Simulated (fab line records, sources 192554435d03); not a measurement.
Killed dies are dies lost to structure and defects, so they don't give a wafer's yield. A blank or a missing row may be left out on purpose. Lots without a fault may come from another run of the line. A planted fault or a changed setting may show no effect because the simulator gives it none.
fab line records | flow n5_finfet
record lots=11 wafers=29 last_day=17
route steps=1938 shown HKMG_FIN@388 BEOL_M4@1093 PASSIVATION@1936
lots that met no fault: from a run of the same line without faults
start_h: hours from the record's first day to the start of the lot's first wafer shown | wait_h: hours since the lot's step before | " the same as in the row above | L1.1+2: a row that stands for several wafers | - no value, or no start given | * or withheld: withheld | < > ~ a bound
route shown NAME@n: a module of which the file shows steps, and the number in the route of the first | usual: mean/standard deviation of fault-free wafers | same: alike in all rows | chamber/n: place in a boat | sites: the reading at each site | _std_site: their standard deviation | _edge_site: outer sites' mean less inner sites' | radius_mm: how far each site lies from the wafer's centre | mask NAME#n: copy n | behind: the tool/chamber that last shaped the wafer | hold: why the lot was held/for how many hours/how that ended | device: the transistor (n, p or np) that didn't switch | end of line: the same wafers' tests at the end of the route | a step without rows: its recipe alone | killed: dies lost to structure and defects at the first sort, not the wafer's yield | map: a wafer's dies, x killed, . not, _ none there
set.NAME: the setting as run; set.NAME@STEP: as run at that earlier step | model.NAME: the simulator's own value behind a step, which no gauge read
steps of the route over a sample of lots; a table a step, a row a wafer
services: from which hour (start_h, from the record's first day; less than 0 if before it) a tool's chamber was out of use, for how many hours, and why
## steps
# step N5_HKMG_FIN_ALD_74
# recipe material=La2O3 target_thk_a=5 temp_c=250 ald_precursor_family=La-Cp ald_co_reactant=O3 pulse_time_s=6 co_reactant_pulse_time_s=1 purge_time_s=3 co_reactant_purge_time_s=3
# usual heater_power_w=350/33 precursor_pulse_height_rel=0.999/0.018
# columns lot.wafer tool chamber start_h wait_h heater_power_w precursor_pulse_height_rel
L358.4 ald_hk-03 2 77.24 0.1 340 1.031
L358.5 " 2 " " 351 0.974
L358.6 " 3 " " 321 0.996
L359.2 ald_hk-03 3 80.88 0.2 317 1.015
L359.3 " 0 " " 370 1.043
L359.4 " 2 " " 343 1.010
L360.1 ald_hk-03 3 85.64 0.3 309 1.036
L360.3 " 0 " " 384 1.000
L361.2 ald_hk-03 3 90.83 0.2 322 0.988
L361.4 " 1 " " 271 1.003
L370.1 ald_hk-02 3 150.25 0.2 295 1.008
L370.3 " 1 " " 358 1.013
L370.4 " 2 " " 404 1.009
L374.3 ald_hk-02 3 169.74 0.1 298 0.987
L374.6 " 3 " " 300 0.970
L375.1 ald_hk-01 3 177.28 0.2 381 0.992
L375.4 " 2 " " 374 1.037
L375.5 " 3 " " 377 1.040
L376.1 ald_hk-03 0 181.86 0.2 373 1.013
L376.6 " 3 " " 330 0.973
L377.2 ald_hk-01 1 190.20 0.2 383 0.989
L377.4 " 2 " " 381 0.996
L377.6 " 0 " " 341 1.019
L378.1 ald_hk-01 0 190.79 0.2 344 0.993
L378.2 " 3 " " 374 1.003
L378.6 " 3 " " 371 0.976
L381.1 ald_hk-03 2 209.52 0.2 346 0.980
L381.3 " 0 " " 360 1.007
L381.5 " 1 " " 282 0.979
# step N5_BEOL_M4_ANNEAL_89
# recipe temp_c=400 time_s=240 ambient=vacuum
# usual heater_power_w=809/82
# columns lot.wafer tool chamber start_h wait_h heater_power_w
L358.4 pvd_sputter-02 - 156.54 0.0 793
L358.5 " - " " 886
L358.6 " - " " 847
L359.2 pvd_sputter-01 - 172.29 0.0 905
L359.3 " - " " 687
L359.4 " - " " 849
L360.1 pvd_sputter-02 - 174.81 0.0 830
L360.3 " - " " 802
L361.2 pvd_sputter-01 - 175.47 0.0 895
L361.4 " - " " 869
L370.1 pvd_sputter-02 - 243.44 0.0 808
L370.3 " - " " 889
L370.4 " - " " 826
L374.3 pvd_sputter-03 - 264.43 0.0 883
L374.6 " - " " 625
L375.1 pvd_sputter-01 - 267.51 0.0 861
L375.4 " - " " 848
L375.5 " - " " 703
L376.1 pvd_sputter-03 - 272.12 0.0 637
L376.6 " - " " 745
L377.2 pvd_sputter-03 - 274.77 0.0 875
L377.4 " - " " 739
L377.6 " - " " 744
L378.1 pvd_sputter-01 - 279.39 0.0 888
L378.2 " - " " 711
L378.6 " - " " 857
L381.1 pvd_sputter-01 - 319.30 0.0 703
L381.3 " - " " 877
L381.5 " - " " 854
# step N5_BEOL_M4_ANNEAL_93
# recipe temp_c=400 time_s=240 ambient=vacuum
# usual heater_power_w=810/80
# columns lot.wafer tool chamber start_h wait_h heater_power_w
L358.4 pvd_sputter-02 - 156.98 0.0 806
L358.5 " - " " 885
L358.6 " - " " 817
L359.2 pvd_sputter-01 - 172.73 0.0 900
L359.3 " - " " 695
L359.4 " - " " 845
L360.1 pvd_sputter-02 - 175.25 0.0 829
L360.3 " - " " 808
L361.2 pvd_sputter-01 - 175.91 0.0 910
L361.4 " - " " 843
L370.1 pvd_sputter-02 - 243.88 0.0 792
L370.3 " - " " 873
L370.4 " - " " 832
L374.3 pvd_sputter-03 - 264.87 0.0 886
L374.6 " - " " 639
L375.1 pvd_sputter-01 - 267.95 0.0 893
L375.4 " - " " 865
L375.5 " - " " 717
L376.1 pvd_sputter-03 - 272.56 0.0 644
L376.6 " - " " 744
L377.2 pvd_sputter-03 - 275.21 0.0 901
L377.4 " - " " 738
L377.6 " - " " 733
L378.1 pvd_sputter-01 - 279.83 0.0 869
L378.2 " - " " 710
L378.6 " - " " 868
L381.1 pvd_sputter-01 - 319.77 0.0 699
L381.3 " - " " 849
L381.5 " - " " 852
# step N5_BEOL_M4_PRE_CLEAN_60
# recipe gas=NH3/H2 time_s=15 temp_c=* rf_power_w=300
# usual heater_power_w=85/18
# columns lot.wafer tool chamber start_h wait_h heater_power_w
L358.4 cvd_co-01 0 158.18 0.1 85
L358.5 " 1 " " 112
L358.6 " 2 " " 90
L359.2 cvd_co-01 2 173.91 0.0 90
L359.3 " 0 " " 82
L359.4 " 1 " " 112
L360.1 cvd_co-02 2 176.43 0.0 83
L360.3 " 0 " " 88
L361.2 cvd_co-02 1 177.10 0.0 51
L361.4 " 2 " " 83
L370.1 cvd_co-01 1 245.21 0.2 114
L370.3 " 0 " " 86
L370.4 " 0 " " 84
L374.3 cvd_co-01 1 266.05 0.0 114
L374.6 " 2 " " 89
L375.1 cvd_co-01 1 269.25 0.0 114
L375.4 " 0 " " 84
L375.5 " 2 " " 92
L376.1 cvd_co-02 1 273.74 0.0 52
L376.6 " 0 " " 90
L377.2 cvd_co-01 2 276.39 0.0 90
L377.4 " 2 " " 90
L377.6 " 1 " " 114
L378.1 cvd_co-01 2 281.03 0.0 90
L378.2 " 1 " " 114
L378.6 " 2 " " 91
L381.1 cvd_co-02 0 321.17 0.0 89
L381.3 " 1 " " 52
L381.5 " 2 " " 86
# step N5_BEOL_M4_RC_MEAS_101
# usual DIBL_N=36.1/1.5 DIBL_P=36.1/1.9 IOFF_N=0.159/0.029 IOFF_P=0.21/0.038 IOFF_P_85C=3.7/0.54 IOFF_P_LIN=0.102/0.015 IOFF_P_LONG=0.000108/1.2e-05 ION_N=675/11 ION_P=464/8.1 SS_N=71.5/0.57 SS_P=73.3/0.64 VT_N=249/3.1 VT_N_LVT=99/3.1 VT_P=-250/3.8 VT_P_LONG=-275/3.8
# columns lot.wafer tool chamber start_h wait_h DIBL_N[mV/V] DIBL_P[mV/V] IOFF_N[nA/um] IOFF_P[nA/um] IOFF_P_85C[nA/um] IOFF_P_LIN[nA/um] IOFF_P_LONG[nA/um] ION_N[uA/um] ION_P[uA/um] SS_N[mV/dec] SS_P[mV/dec] VT_N[mV] VT_N_LVT[mV] VT_P[mV] VT_P_LONG[mV]
L358.4 prober-01 0 158.90 0.5 37.0 37.6 0.149 0.21 3.6 0.101 0.000113 664 462 71.6 73.3 249 100 -251 -276
L358.5 " 0 " " 35.4 34.6 0.118 0.17 3.0 0.087 0.000106 654 457 71.8 72.9 255 104 -254 -273
L358.6 " 0 " " 37.2 38.3 0.144 0.22 3.7 0.102 0.000109 664 461 71.6 73.2 252 101 -251 -275
L359.2 prober-01 0 174.34 0.2 36.9 35.9 0.156 0.20 3.6 0.096 0.000105 667 456 71.5 72.8 250 100 -250 -274
L359.3 " 0 " " 36.2 35.2 0.148 0.19 3.4 0.092 0.0001 675 457 71.4 73.0 251 100 -252 -276
L359.4 " 0 " " 36.3 34.8 0.152 0.18 3.3 0.090 0.000106 658 453 71.5 72.6 253 101 -252 -277
L360.1 prober-02 0 176.70 0.0 33.6 32.4 0.118 0.70 9.7 0.352 0.000382 668 518 71.4 72.6 257 143 -210 -235
L360.3 " 0 " " 35.6 35.8 0.147 0.22 3.7 0.106 0.000121 680 471 72.0 73.4 251 99 -249 -271
L361.2 prober-01 0 177.54 0.2 37.8 37.3 0.161 0.24 4.1 0.111 0.000113 666 464 71.8 73.8 249 100 -246 -273
L361.4 " 0 " " 35.9 34.2 0.137 0.75 10.8 0.376 0.000353 672 519 72.3 72.5 250 141 -211 -236
L370.1 prober-01 0 245.48 0.0 33.0 32.4 0.104 0.15 2.7 0.079 9.9e-05 660 446 70.9 72.5 255 104 -254 -277
L370.3 " 0 " " 36.2 35.5 0.145 0.18 3.3 0.092 9.7e-05 664 456 71.4 73.0 252 99 -253 -277
L370.4 " 0 " " 33.8 33.0 0.109 0.15 2.8 0.078 0.000107 668 453 71.1 72.2 256 104 -254 -278
L374.3 prober-01 0 266.64 0.3 32.5 32.2 0.111 0.17 3.0 0.087 0.000108 667 464 70.8 72.5 253 105 -254 -271
L374.6 " 0 " " 35.7 35.1 0.150 0.21 3.6 0.101 0.000111 663 458 71.1 73.2 249 101 -248 -274
L375.1 prober-01 0 269.52 0.0 35.6 37.1 0.150 0.19 3.3 0.090 8.9e-05 663 457 71.3 73.5 253 100 -254 -279
L375.4 " 0 " " 36.9 37.5 0.166 0.19 3.3 0.088 8.8e-05 676 460 72.4 73.6 248 98 -254 -283
L375.5 " 0 " " 36.6 37.7 0.169 0.20 3.5 0.093 8.6e-05 675 457 72.3 73.7 251 98 -254 -279
L376.1 prober-01 0 274.06 0.0 35.3 36.4 0.159 0.21 3.6 0.100 0.000112 688 463 72.2 73.5 248 97 -249 -272
L376.6 " 0 " " 37.3 39.1 0.206 0.26 4.4 0.119 0.00011 689 468 72.0 74.1 244 92 -247 -274
L377.2 prober-01 0 276.85 0.2 36.9 39.4 0.195 0.25 4.3 0.112 9.5e-05 675 465 71.8 74.3 247 95 -247 -278
L377.4 " 0 " " 36.9 39.2 0.187 0.23 4.0 0.105 9.6e-05 673 463 72.0 74.5 249 96 -252 -272
L377.6 " 0 " " 36.4 38.2 0.174 0.22 3.9 0.101 9.5e-05 671 462 72.4 74.7 250 97 -248 -278
L378.1 prober-01 0 281.30 0.0 37.1 36.9 0.177 0.26 4.3 0.124 0.000125 686 476 72.1 73.8 245 97 -245 -268
L378.2 " 0 " " 36.9 37.2 0.184 0.28 4.6 0.131 0.000128 691 481 71.4 73.1 248 97 -241 -268
L378.6 " 0 " " 38.5 39.3 0.213 0.31 5.1 0.141 0.000132 702 479 72.2 73.5 244 93 -241 -270
L381.1 prober-01 0 321.45 0.0 36.2 36.8 0.181 0.23 4.1 0.110 0.000119 684 469 71.1 73.3 247 96 -247 -272
L381.3 " 0 " " 36.6 36.4 0.180 0.23 4.0 0.109 0.000116 680 468 70.9 72.5 246 96 -248 -273
L381.5 " 0 " " 34.8 36.0 0.168 0.23 4.0 0.108 0.000122 686 473 71.5 73.6 244 96 -247 -272
# step N5_PASSIVATION_PROBE_49
# usual defect_limited_yield=91.5/1.6 killed_at_M0_to_M3=33/10 killed_at_M4_up=13/5.6 killed_at_contacts=13/6 killed_at_front_end=39/12 killed_at_other=3.0/2.8 killed_dies=101/19 killed_open=65/13 killed_short=32/8.3 sort_bin_4_leakage=0.00/0.0072 sort_bin_5_function=5.0/1 sort_bin_6_memory=3.1/0.69 sort_n_pass=1079/19 sort_yield_pct=91.5/1.6
# same gross_dies=1180 killed_at_back_side=0 sort_bin_8_speed[%]=0
# columns lot.wafer tool chamber start_h wait_h defect_limited_yield[%] killed_at_M0_to_M3 killed_at_M4_up killed_at_contacts killed_at_front_end killed_at_other killed_dies killed_open killed_short sort_bin_4_leakage[%] sort_bin_5_function[%] sort_bin_6_memory[%] sort_n_pass sort_yield_pct[%]
L361.2 prober-01 - 270.50 0.2 91.1 32 12 17 37 7 105 74 25 0 4.9 3.5 1075 91.1
L361.4 prober-01 - 270.60 0.3 92.9 30 7 13 23 11 84 55 27 73.14 3.6 3.2 233 19.7
L360.1 prober-02 - 278.39 0.0 93.2 29 11 6 33 1 80 43 30 52.12 4.0 2.0 485 41.1
L360.3 prober-02 - 278.49 0.1 91.7 36 16 8 38 0 98 72 25 0 5.0 3.1 1082 91.7
L374.3 prober-02 - 363.93 0.1 92.4 30 10 6 42 2 90 67 23 0 4.1 3.2 1090 92.4
L377.2 prober-01 - 381.31 0.1 91.1 32 10 11 50 2 105 54 41 0 5.0 3.0 1075 91.1
# killed by level:class
L361.2 FIN_SAQP:geometric_particle:open=16 MOL_CONTACT_COAG:geometric_particle:open=13 FIN_SAQP:geometric_particle:short=10 BEOL_M2:geometric_particle:open=9 BEOL_M1:geometric_particle:open=6 DUMMY_GATE:geometric_particle:open=5 BEOL_M3:geometric_particle:open=5 MOL_CONTACT_COAG:geometric_particle:short=4
L361.4 MOL_CONTACT_COAG:geometric_particle:open=9 FIN_SAQP:geometric_particle:open=6 BEOL_M3:geometric_particle:open=6 BEOL_M0_SAQP:geometric_particle:open=5 BEOL_M3:geometric_particle:short=5 PASS1_DEP:geometric_particle:open=5 BEOL_M1:geometric_particle:open=4 BEOL_M5:geometric_particle:open=4
L360.1 BEOL_M0_SAQP:geometric_particle:short=9 BEOL_M1:geometric_particle:open=6 HKMG_FIN:area_etch=6 BEOL_M4:geometric_particle:short=5 DUMMY_GATE:geometric_particle:open=4 ILD0:geometric_particle:short=4 MOL_CONTACT_COAG:geometric_particle:open=4 BEOL_M0_SAQP:geometric_particle:open=4
L360.3 BEOL_M0_SAQP:geometric_particle:open=10 STI_FIN_REVEAL:geometric_particle:open=9 MOL_CONTACT_COAG:geometric_particle:open=7 BEOL_M0_SAQP:geometric_particle:short=7 DUMMY_GATE:geometric_particle:open=6 BEOL_M1:geometric_particle:open=6 BEOL_M3:geometric_particle:open=6 GATE_CUT:geometric_particle:short=5
L374.3 DUMMY_GATE:geometric_particle:open=13 FIN_SAQP:geometric_particle:open=8 STI_FIN_REVEAL:geometric_particle:open=7 BEOL_M0_SAQP:geometric_particle:open=7 BEOL_M3:geometric_particle:open=6 BEOL_M2:geometric_particle:open=5 MOL_CONTACT_COAG:geometric_particle:open=5 BEOL_M0_SAQP:geometric_particle:short=5
L377.2 FIN_SAQP:geometric_particle:short=16 MOL_CONTACT_COAG:geometric_particle:open=10 BEOL_M0_SAQP:geometric_particle:open=7 FIN_SAQP:geometric_particle:open=6 BEOL_M0_SAQP:geometric_particle:short=6 STI_FIN_REVEAL:geometric_particle:open=5 ILD0:geometric_particle:short=5 BEOL_M3:geometric_particle:open=5
## services
# columns tool chamber start_h hours kind
cvd_co-01 - 69.07 0.2 repair
cvd_co-02 - 105.37 0.8 repair
ald_hk-03 - 112.21 0.3 repair
cvd_co-01 1 114.67 - clean
cvd_co-01 1 114.67 22.0 scheduled_down
cvd_co-01 1 114.67 22.0 vent_cycle
cvd_co-01 - 133.27 2.8 pm
ald_hk-03 - 186.27 6.0 pm
ald_hk-03 - 248.63 2.1 repair
ald_hk-02 - 273.00 2.8 pm
ald_hk-01 - 284.72 2.8 pm
## key
first_sign step=N5_BEOL_M4_RC_MEAS_101 reading=IOFF_P_LONG direction=up sigmas=22 usual=0.000108 struck=0.000367
effect step=N5_BEOL_M4_RC_MEAS_101 reading=IOFF_P_LIN direction=up sigmas=18 usual=0.102 struck=0.364
effect step=N5_BEOL_M4_RC_MEAS_101 reading=VT_N_LVT direction=up sigmas=14 usual=99 struck=142
effect step=N5_BEOL_M4_RC_MEAS_101 reading=IOFF_P direction=up sigmas=13 usual=0.21 struck=0.73
effect step=N5_BEOL_M4_RC_MEAS_101 reading=IOFF_P_85C direction=up sigmas=12 usual=3.7 struck=10.2
effect step=N5_BEOL_M4_RC_MEAS_101 reading=VT_P direction=up sigmas=10 usual=-250 struck=-210
effect step=N5_BEOL_M4_RC_MEAS_101 reading=VT_P_LONG direction=up sigmas=10 usual=-275 struck=-235
effect step=N5_BEOL_M4_RC_MEAS_101 reading=ION_P direction=up sigmas=6.7 usual=464 struck=518
effect step=N5_PASSIVATION_PROBE_49 reading=sort_bin_4_leakage direction=up sigmas=99+ usual=0.00 struck=62.63
met_at N5_HKMG_FIN_ALD_74
struck_lots L360,L361
struck_wafers L360.1,L361.4
not_acting_at N5_BEOL_M4_ANNEAL_89,N5_BEOL_M4_ANNEAL_93,N5_BEOL_M4_PRE_CLEAN_60
onset_between 80.88 85.64
fault kind=process_parameter_drift tool=ald_hk-03 chamber=- onset_h=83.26 steps=N5_HKMG_FIN_ALD_74 channel=target_thk_a offset=* shape=step end_h=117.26 scope=struck_wafers_only acts_in=* stated=*
